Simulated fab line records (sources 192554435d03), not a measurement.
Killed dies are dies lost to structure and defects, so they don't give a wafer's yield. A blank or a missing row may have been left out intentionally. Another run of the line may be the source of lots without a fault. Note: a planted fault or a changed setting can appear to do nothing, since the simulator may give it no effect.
fab line records / flow n5-finfet
record lots=3 wafers=9 last-day=16
route steps=1938 shown BEOL_M5@1186 BEOL_M6@1194 PASSIVATION@1936
lots untouched by any fault: they come from a run of this same line in which no faults occurred
start-h: the number of hours between the record's first day and the start of the first shown wafer of the lot / wait-h: time in hours since the lot's previous step / " repeats the value in the row above / L1.1+2: several wafers, shown together as one row / - no value present, or no start provided / * or withheld: withheld / < > ~ a bound
route shown NAME@n: a module of which the file shows steps, and the number in the route of the first / usual: mean/standard deviation taken from wafers without a fault / same: alike in all rows / chamber/n: place in a boat / sites: each site's reading / _std_site: standard deviation of those values / _edge_site: mean of outer sites minus mean of inner sites / radius-mm: for every site, how far away it sits from the centre of the wafer / mask NAME#n: copy n / behind: the tool/chamber that last shaped the wafer / hold: reason for holding the lot/hours on hold/outcome of the hold / device: transistor that didn't switch, given as n, p or np / end of line: the route-end tests of the same wafers / where a step has no rows: the recipe by itself / killed: the dies lost at the first sort to structure and to defects; this is not the yield of the wafer / map: shows each die of a wafer: x if killed, . if not, _ if none is there
set.NAME: the run value of the setting; set.NAME@STEP: its run value at that earlier step / model.NAME: the simulator's own value behind a step, which no gauge read
a table for each step, a row for each wafer; lots at some steps of the route
services: a tool's chamber out of use, with start hour (start-h, from the record's first day; less than 0 if before it), hours out, and reason
## steps
# step N5_BEOL_M5_CMP_52
# recipe stop-on=SiCOH_lowk t-overpolish-s=6.9 down-force-psi=1 platen-rpm=50 clearing-platen-down-force-psi=1.5 clearing-platen-rpm=50 post-cmp-clean=cu-alkaline target-thk-nm=62 clearing-platen-pad-velocity-m-s=0.99484 pad-velocity-m-s=0.99484
# step N5_BEOL_M5_PRE_CLEAN_77
# recipe gas=NH3/H2 time-s=15 temp-c=* rf-power-w=300
# step N5_BEOL_M5_CO_CAP_78
# recipe material=Co target-thk-a=20 temp-c=200 precursor=CCTBA/H2 pressure-torr=30 time-s=102.1
# step N5_BEOL_M5_PRE_CLEAN_55
# recipe gas=NH3 time-s=15 temp-c=withheld rf-power-w=300
# step N5_BEOL_M5_DEP_56
# recipe material=SiCN target-thk-a=80 temp-c=withheld precursor=3MS/NH3 pressure-torr=3 rf-w=202 time-s=14
# step N5_BEOL_M6_ILD_DEP_00
# recipe material=SiCOH_lowk target-thk-a=1797.5 temp-c=300 precursor=DEMS/porogen pressure-torr=5 rf-w=500 time-s=33.4
# step N5_BEOL_M6_CURE_74
# recipe temp-c=385 time-s=240 ambient=He/Ar material=SiCOH_lowk
# step N5_BEOL_M6_PECVD_70
# recipe material=SiO2 target-thk-a=200 temp-c=400 precursor=TEOS/O2 pressure-torr=5.5 rf-w=450 teos-flow-sccm=53.8 gas=O2 flow-sccm=3000 time-s=22.7
# step N5_BEOL_M6_HM_DEP_02
# recipe material=TiN target-thk-a=200 temp-c=25 chamber-pressure-pa=0.49996
# usual substrate-temp-c=25.00/0.11 throttle-valve-pct=29.9/1.1
lot.wafer=L471.1 tool=pvd-sputter-01 chamber=- start-h=220.24 wait-h=3.0 substrate-temp-c=25.10 throttle-valve-pct=27.8
lot.wafer=L471.2 tool=pvd-sputter-01 chamber=- start-h=220.24 wait-h=3.0 substrate-temp-c=24.88 throttle-valve-pct=30.0
lot.wafer=L471.6 tool=pvd-sputter-01 chamber=- start-h=220.24 wait-h=3.0 substrate-temp-c=24.97 throttle-valve-pct=30.4
lot.wafer=L482.1 tool=pvd-sputter-01 chamber=- start-h=292.83 wait-h=1.0 substrate-temp-c=25.03 throttle-valve-pct=28.1
lot.wafer=L482.4 tool=pvd-sputter-01 chamber=- start-h=292.83 wait-h=1.0 substrate-temp-c=24.77 throttle-valve-pct=31.6
lot.wafer=L482.5 tool=pvd-sputter-01 chamber=- start-h=292.83 wait-h=1.0 substrate-temp-c=25.02 throttle-valve-pct=28.4
lot.wafer=L483.1 tool=pvd-sputter-03 chamber=- start-h=298.54 wait-h=2.3 substrate-temp-c=25.02 throttle-valve-pct=29.3
lot.wafer=L483.5 tool=pvd-sputter-03 chamber=- start-h=298.54 wait-h=2.3 substrate-temp-c=24.99 throttle-valve-pct=29.2
lot.wafer=L483.6 tool=pvd-sputter-03 chamber=- start-h=298.54 wait-h=2.3 substrate-temp-c=25.04 throttle-valve-pct=29.0
# step N5_BEOL_M6_COAT_59
# recipe resist=SOC temp-c=250 time-s=60 spin-rpm=1500 resist-thk-nm=100
# step N5_BEOL_M6_COAT_60
# recipe resist=SiARC temp-c=220 time-s=60 spin-rpm=1500 resist-thk-nm=35
# step N5_BEOL_M6_COAT_05
# recipe resist=CAR-ArF spin-rpm=1500 resist-thk-nm=90
# step N5_BEOL_M6_EBR_07
# recipe solvent=PGMEA ebr-width-mm=1.5
# step N5_BEOL_M6_SOFTBAKE_06
# recipe temp-c=110 time-s=60 resist=CAR-ArF
# step N5_BEOL_M6_EXPOSE_08
# recipe mask-id=M6 na=1.35 source-shape=dipole sigma-inner=0.817 sigma-outer=0.97 polarization=te dose-mj=68.25
# step N5_BEOL_M6_PEB_09
# recipe peb-temp-c=withheld peb-time-s=60 resist=CAR-ArF
# step N5_BEOL_M6_DEVELOP_10
# recipe develop-time-s=30 developer=TMAH resist=CAR-ArF rinse-liquid=diw dry=air-spin dev-temp-c=23
# step N5_BEOL_M6_INSPECT_13
# recipe mode=adi inspect-instrument=brightfield
# usual raw-defect-count=417/95
lot.wafer=L471.1 tool=defect-inspect-01 chamber=- start-h=220.79 wait-h=0.0 raw-defect-count=332
lot.wafer=L471.2 tool=defect-inspect-01 chamber=- start-h=220.79 wait-h=0.0 raw-defect-count=296
lot.wafer=L471.6 tool=defect-inspect-01 chamber=- start-h=220.79 wait-h=0.0 raw-defect-count=422
lot.wafer=L482.1 tool=defect-inspect-02 chamber=- start-h=293.38 wait-h=0.0 raw-defect-count=991
lot.wafer=L482.4 tool=defect-inspect-02 chamber=- start-h=293.38 wait-h=0.0 raw-defect-count=417
lot.wafer=L482.5 tool=defect-inspect-02 chamber=- start-h=293.38 wait-h=0.0 raw-defect-count=968
lot.wafer=L483.1 tool=defect-inspect-01 chamber=- start-h=299.09 wait-h=0.0 raw-defect-count=327
lot.wafer=L483.5 tool=defect-inspect-01 chamber=- start-h=299.09 wait-h=0.0 raw-defect-count=458
lot.wafer=L483.6 tool=defect-inspect-01 chamber=- start-h=299.09 wait-h=0.0 raw-defect-count=329
# step N5_BEOL_M6_DESCUM_16
# recipe chemistry=O2 time-s=7.9 source-power-w=50 bias-power-w=20 pressure-mtorr=20 rf-frequency-hz=2.712e+07 temp-c=40 resist=CAR-ArF o2-flow-sccm=225
# step N5_BEOL_M6_ETCH_61
# recipe chemistry=CF4 target=SiARC target-depth-a=455 mask-material=CAR-ArF time-s=75.8 ion-energy-ev=80 pressure-mtorr=40 source-w=545 bias-w=36 Ar_flow_sccm=100 cf4-flow-sccm=100 ends=cleared
# step N5_BEOL_M6_ETCH_62
# recipe chemistry=N2/H2 target=SOC target-depth-a=1100 overetch-a=220 mask-material=SiARC temp-c=40 time-s=165 ion-energy-ev=200 pressure-mtorr=30 source-w=840 bias-w=150 n2-flow-sccm=200 h2-flow-sccm=200
# step N5_BEOL_M6_STRIP_68
# recipe chemistry=N2/H2 temp-c=40 n2-flow-sccm=200 h2-flow-sccm=200 rf-frequency-hz=6e+07
# step N5_BEOL_M6_STRIP_67
# recipe chemistry=CF4 resist=SiARC power-w=300 bias-power-w=75 pressure-mtorr=50 cf4-flow-sccm=150 rf-frequency-hz=6e+07
# step N5_BEOL_M6_HM_OPEN_17
# recipe chemistry=Cl2/BCl3 target-depth-a=200 overetch-a=60 target=TiN mask-material=SOC ion-energy-ev=150 pressure-mtorr=10 icp-w=1000 bias-w=126 Cl2_flow_sccm=53.25 bcl3-flow-sccm=21.75 Ar_flow_sccm=25
# step N5_BEOL_M6_STRIP_19
# recipe chemistry=O2 power-w=400 temp-c=40 pressure-mtorr=30 rf-frequency-hz=6e+07 bias-power-w=0 overash-fraction=0.2 o2-flow-sccm=225
# step N5_BEOL_M6_COAT_63
# recipe resist=SOC temp-c=250 time-s=60 spin-rpm=1500 resist-thk-nm=60
# step N5_BEOL_M6_COAT_64
# recipe resist=SiARC temp-c=220 time-s=60 spin-rpm=1500 resist-thk-nm=12
# step N5_BEOL_M6_COAT_71
# recipe resist=underlayer temp-c=205 time-s=60 spin-rpm=1500 resist-thk-nm=5
# step N5_BEOL_M6_COAT_22
# recipe resist=CAR-EUV spin-rpm=1500 resist-thk-nm=30
# step N5_BEOL_M6_EBR_24
# recipe solvent=PGMEA ebr-width-mm=1.5
# step N5_BEOL_M6_SOFTBAKE_23
# recipe temp-c=110 time-s=60 resist=CAR-EUV
# step N5_BEOL_M6_EXPOSE_25
# recipe mask-id=V5 na=0.33 source-shape=annular sigma-inner=0.4 sigma-outer=0.8 polarization=unpolarized target-cd-nm=40 dose-mj=45
# step N5_BEOL_M6_PEB_26
# recipe peb-temp-c=100 peb-time-s=60 resist=CAR-EUV
# step N5_BEOL_M6_DEVELOP_27
# recipe develop-time-s=30 developer=TMAH resist=CAR-EUV rinse-liquid=surfactant-rinse dry=air-spin dev-temp-c=23
# step N5_BEOL_M6_INSPECT_30
# recipe mode=adi inspect-instrument=brightfield
# usual raw-defect-count=419/100
lot.wafer=L471.1 tool=defect-inspect-02 chamber=- start-h=225.18 wait-h=0.1 raw-defect-count=308
lot.wafer=L471.2 tool=defect-inspect-02 chamber=- start-h=225.18 wait-h=0.1 raw-defect-count=260
lot.wafer=L471.6 tool=defect-inspect-02 chamber=- start-h=225.18 wait-h=0.1 raw-defect-count=377
lot.wafer=L482.1 tool=defect-inspect-01 chamber=- start-h=298.09 wait-h=0.1 raw-defect-count=996
lot.wafer=L482.4 tool=defect-inspect-01 chamber=- start-h=298.09 wait-h=0.1 raw-defect-count=457
lot.wafer=L482.5 tool=defect-inspect-01 chamber=- start-h=298.09 wait-h=0.1 raw-defect-count=1033
lot.wafer=L483.1 tool=defect-inspect-02 chamber=- start-h=300.45 wait-h=0.1 raw-defect-count=309
lot.wafer=L483.5 tool=defect-inspect-02 chamber=- start-h=300.45 wait-h=0.1 raw-defect-count=404
lot.wafer=L483.6 tool=defect-inspect-02 chamber=- start-h=300.45 wait-h=0.1 raw-defect-count=316
# step N5_PASSIVATION_PROBE_49
# usual defect-limited-yield=90.9/1.4 killed_at_M0_to_M3=37/12 killed_at_M4_up=14/5.3 killed-at-contacts=12/6.2 killed-at-front-end=41/11 killed-at-other=3.7/2.9 killed-dies=107/17 killed-open=71/12 killed-short=34/7.9 sort_bin_5_function=5.3/0.95 sort_bin_6_memory=3.4/0.7 sort-n-pass=1073/17 sort-yield-pct=90.9/1.5
# same gross-dies=1180 killed-at-back-side=0 sort_bin_4_leakage[%]=0 sort_bin_8_speed[%]=0
lot.wafer=L471.1 tool=prober-01 chamber=- start-h=310.89 wait-h=0.0 defect-limited-yield[%]=91.1 killed_at_M0_to_M3=43 killed_at_M4_up=11 killed-at-contacts=13 killed-at-front-end=37 killed-at-other=1 killed-dies=105 killed-open=64 killed-short=41 sort_bin_5_function[%]=5.6 sort_bin_6_memory[%]=3.2 sort-n-pass=1075 sort-yield-pct[%]=91.1
lot.wafer=L471.2 tool=prober-01 chamber=- start-h=310.94 wait-h=0.1 defect-limited-yield[%]=91.2 killed_at_M0_to_M3=30 killed_at_M4_up=20 killed-at-contacts=9 killed-at-front-end=40 killed-at-other=5 killed-dies=104 killed-open=64 killed-short=38 sort_bin_5_function[%]=4.7 sort_bin_6_memory[%]=3.9 sort-n-pass=1076 sort-yield-pct[%]=91.2
lot.wafer=L471.6 tool=prober-01 chamber=- start-h=311.14 wait-h=0.3 defect-limited-yield[%]=91.6 killed_at_M0_to_M3=23 killed_at_M4_up=24 killed-at-contacts=9 killed-at-front-end=41 killed-at-other=2 killed-dies=99 killed-open=66 killed-short=25 sort_bin_5_function[%]=5.1 sort_bin_6_memory[%]=2.5 sort-n-pass=1081 sort-yield-pct[%]=91.6
lot.wafer=L482.1 tool=prober-01 chamber=- start-h=387.40 wait-h=0.0 defect-limited-yield[%]=80.5 killed_at_M0_to_M3=34 killed_at_M4_up=142 killed-at-contacts=11 killed-at-front-end=40 killed-at-other=3 killed-dies=230 killed-open=71 killed-short=30 sort_bin_5_function[%]=12.1 sort_bin_6_memory[%]=4.6 sort-n-pass=950 sort-yield-pct[%]=80.5
lot.wafer=L482.4 tool=prober-01 chamber=- start-h=387.55 wait-h=0.2 defect-limited-yield[%]=91.0 killed_at_M0_to_M3=33 killed_at_M4_up=9 killed-at-contacts=6 killed-at-front-end=49 killed-at-other=9 killed-dies=106 killed-open=71 killed-short=35 sort_bin_5_function[%]=5.5 sort_bin_6_memory[%]=3.1 sort-n-pass=1074 sort-yield-pct[%]=91.0
lot.wafer=L482.5 tool=prober-01 chamber=- start-h=387.60 wait-h=0.2 defect-limited-yield[%]=78.0 killed_at_M0_to_M3=42 killed_at_M4_up=154 killed-at-contacts=19 killed-at-front-end=43 killed-at-other=2 killed-dies=260 killed-open=91 killed-short=30 sort_bin_5_function[%]=14.0 sort_bin_6_memory[%]=5.3 sort-n-pass=920 sort-yield-pct[%]=78.0
lot.wafer=L483.1 tool=prober-01 chamber=- start-h=389.39 wait-h=0.0 defect-limited-yield[%]=90.8 killed_at_M0_to_M3=32 killed_at_M4_up=16 killed-at-contacts=18 killed-at-front-end=36 killed-at-other=6 killed-dies=108 killed-open=72 killed-short=36 sort_bin_5_function[%]=5.4 sort_bin_6_memory[%]=3.4 sort-n-pass=1072 sort-yield-pct[%]=90.8
lot.wafer=L483.5 tool=prober-01 chamber=- start-h=389.59 wait-h=0.2 defect-limited-yield[%]=90.3 killed_at_M0_to_M3=32 killed_at_M4_up=10 killed-at-contacts=19 killed-at-front-end=46 killed-at-other=8 killed-dies=115 killed-open=79 killed-short=35 sort_bin_5_function[%]=5.8 sort_bin_6_memory[%]=3.6 sort-n-pass=1065 sort-yield-pct[%]=90.3
lot.wafer=L483.6 tool=prober-01 chamber=- start-h=389.64 wait-h=0.3 defect-limited-yield[%]=87.8 killed_at_M0_to_M3=54 killed_at_M4_up=10 killed-at-contacts=27 killed-at-front-end=49 killed-at-other=4 killed-dies=144 killed-open=83 killed-short=61 sort_bin_5_function[%]=7.7 sort_bin_6_memory[%]=4.2 sort-n-pass=1036 sort-yield-pct[%]=87.8
# killed by level:class
L471.1 BEOL_M0_SAQP:geometric-particle:short=15 BEOL_M0_SAQP:geometric-particle:open=12 MOL_CONTACT_COAG:geometric-particle:open=11 FIN_SAQP:geometric-particle:open=9 STI_FIN_REVEAL:geometric-particle:open=9 BEOL_M1:geometric-particle:open=9 STARTING-WAFER:geometric-particle:short=5 FIN_SAQP:geometric-particle:short=4
L471.2 FIN_SAQP:geometric-particle:open=15 BEOL_M0_SAQP:geometric-particle:short=8 BEOL_M1:geometric-particle:open=7 MOL_CONTACT_COAG:geometric-particle:open=6 BEOL_M4:geometric-particle:open=6 FIN_SAQP:geometric-particle:short=5 BEOL_M0_SAQP:geometric-particle:open=5 STI_FIN_REVEAL:geometric-particle:open=4
L471.6 BEOL_M4:geometric-particle:open=14 STI_FIN_REVEAL:geometric-particle:open=11 FIN_SAQP:geometric-particle:open=7 MOL_CONTACT_COAG:geometric-particle:open=6 BEOL_M0_SAQP:geometric-particle:open=6 HKMG_FIN:area-etch=6 FIN_SAQP:geometric-particle:short=5 BEOL_M0_SAQP:geometric-particle:short=5
L482.1 BEOL_M6:unspecified=127 BEOL_M2:geometric-particle:open=10 STI_FIN_REVEAL:geometric-particle:open=8 MOL_CONTACT_COAG:geometric-particle:open=8 BEOL_M0_SAQP:geometric-particle:open=8 FIN_SAQP:geometric-particle:open=7 FIN_SAQP:geometric-particle:short=6 BEOL_M4:geometric-particle:open=6
L482.4 STI_FIN_REVEAL:geometric-particle:open=12 FIN_SAQP:geometric-particle:short=11 BEOL_M0_SAQP:geometric-particle:open=10 BEOL_M0_SAQP:geometric-particle:short=10 DUMMY_GATE:geometric-particle:open=8 MOL_CONTACT_COAG:geometric-particle:open=6 BEOL_M2:geometric-particle:open=5 FIN_SAQP:geometric-particle:open=4
L482.5 BEOL_M6:unspecified=135 MOL_CONTACT_COAG:geometric-particle:open=16 BEOL_M3:geometric-particle:open=15 BEOL_M0_SAQP:geometric-particle:open=9 BEOL_M4:geometric-particle:open=9 FIN_SAQP:geometric-particle:open=8 STI_FIN_REVEAL:geometric-particle:open=8 ILD0:geometric-particle:short=6
L483.1 MOL_CONTACT_COAG:geometric-particle:open=13 BEOL_M0_SAQP:geometric-particle:short=10 STI_FIN_REVEAL:geometric-particle:open=9 FIN_SAQP:geometric-particle:open=7 BEOL_M0_SAQP:geometric-particle:open=7 DUMMY_GATE:geometric-particle:open=6 BEOL_M1:geometric-particle:open=6 MOL_CONTACT_COAG:geometric-particle:short=5
L483.5 MOL_CONTACT_COAG:geometric-particle:open=17 FIN_SAQP:geometric-particle:open=14 BEOL_M0_SAQP:geometric-particle:open=11 BEOL_M1:geometric-particle:open=10 DUMMY_GATE:geometric-particle:open=9 FIN_SAQP:geometric-particle:short=8 BEOL_M0_SAQP:geometric-particle:short=7 PASS1_CAP:geometric-particle:short=5
L483.6 MOL_CONTACT_COAG:geometric-particle:open=24 BEOL_M0_SAQP:geometric-particle:short=14 BEOL_M3:geometric-particle:short=11 GATE_CUT:geometric-particle:short=9 BEOL_M1:geometric-particle:open=9 FIN_SAQP:geometric-particle:open=7 BEOL_M1:geometric-particle:short=7 GATE_CUT:geometric-particle:open=6
# map L482.5 (x killed, . not)
_________________x...x..x....________________
______________......x.....x....._____________
___________...................x....__________
__________...............x...x...x.._________
________x...x..x.x......x..x.........._______
_______..x......................x..x...______
______.............x.....x..x......x..x._____
_____.x.x.....x........x................x____
____.....x.x........x.................x...___
___.x...........x.x.x......................__
___..xx..........x......x........x..x......__
__.x...........xx...........xx.xxxxxxx......_
__.x.....x.x.x.........xx.xxxxxxxxxxxx..x..._
_.....................x...xxxxxxxxxxxxxx.....
_..........x....x........x.xxxxxxxxxxxx...x..
_x....x...................x.xxxxxxxxxxxxx...x
_.x...............x.....xx..xxxxxxxxxxxxxxx..
_.....x.x......x........x.xxxxxxxxxxxxxxxx...
_...x...............xx..x..xxxxxxxxxxxxx....x
_x.x......................x.xxxxxxxxxx.x..x..
_...........................xxxxxxxxxx.......
__......x..x......x........x......xxxx.x...._
__..x..x..........x..x.x..........xx.x......_
___.....x.x....................x..x..x.....__
___.x...x..............................xxx.__
____.x........x.....x....x.......x.x......___
_____x........x.......x..x.xx...x........____
______..xx.........xx..................._____
_______.x.x................xxx.........______
________..x..........................._______
__________........x..........x......_________
___________........................__________
______________....x.......x....._____________
_________________x.......x..x________________
# map L471.1 (x killed, . not)
_________________........x...________________
______________.................._____________
___________.......x.........x......__________
__________.......x........x.......x._________
________........xx.....x.............._______
_______...........xx.........x....x....______
______...x.....x................x......._____
_____.x.....x.......x..........x.........____
____...........xx.x.......................___
___..................x...x......x....x....x__
___...........x...x.......x..x...........x.__
__..x.........................x............._
__....................x..x.xx..............._
_...........x....x....x.x............x.......
_...x.x.......x.............x...x............
_x...........x.............x.................
_.x.....x....x....x....................x.....
_......x................x....................
_.........x.......x.x.x......................
_........x.....x...x........x................
_..x......x.x.....x..........................
__....x...xx.....................xx.x.x....._
__....x......x.........x...................._
___........................................__
___......................x.....x...........__
____..............x.x.......x.............___
_____...x..........x......x..............____
______...........x...........x.x....x..._____
_______.x..............................______
________...x.........................._______
__________................x...x..x.._________
___________....x....x.........x....__________
______________..x...x.......x..._____________
_________________.........x..________________
## services
tool=pvd-sputter-01 chamber=- start-h=231.67 hours=2.2 kind=repair
tool=pvd-sputter-01 chamber=- start-h=236.50 hours=2.7 kind=repair
## key
first-sign step=N5_BEOL_M6_INSPECT_13 reading=raw-defect-count direction=up sigmas=5.9 usual=417 struck=980
effect step=N5_BEOL_M6_INSPECT_30 reading=raw-defect-count direction=up sigmas=5.8 usual=419 struck=1014
effect step=N5_PASSIVATION_PROBE_49 reading=killed_at_M4_up direction=up sigmas=26 usual=14 struck=148
more-kills-born-at N5_BEOL_M6_HM_DEP_02@pvd-sputter-01=262
met-at N5_BEOL_M6_HM_DEP_02
struck-wafers L482.1,L482.5
onset-between 220.24 292.83
fault kind=chamber-particle-source tool=pvd-sputter-01 chamber=- onset-h=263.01 steps=N5_BEOL_M6_HM_DEP_02 rate-per-visit-cm2=1.0444 end-h=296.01 scope=struck-wafers-only
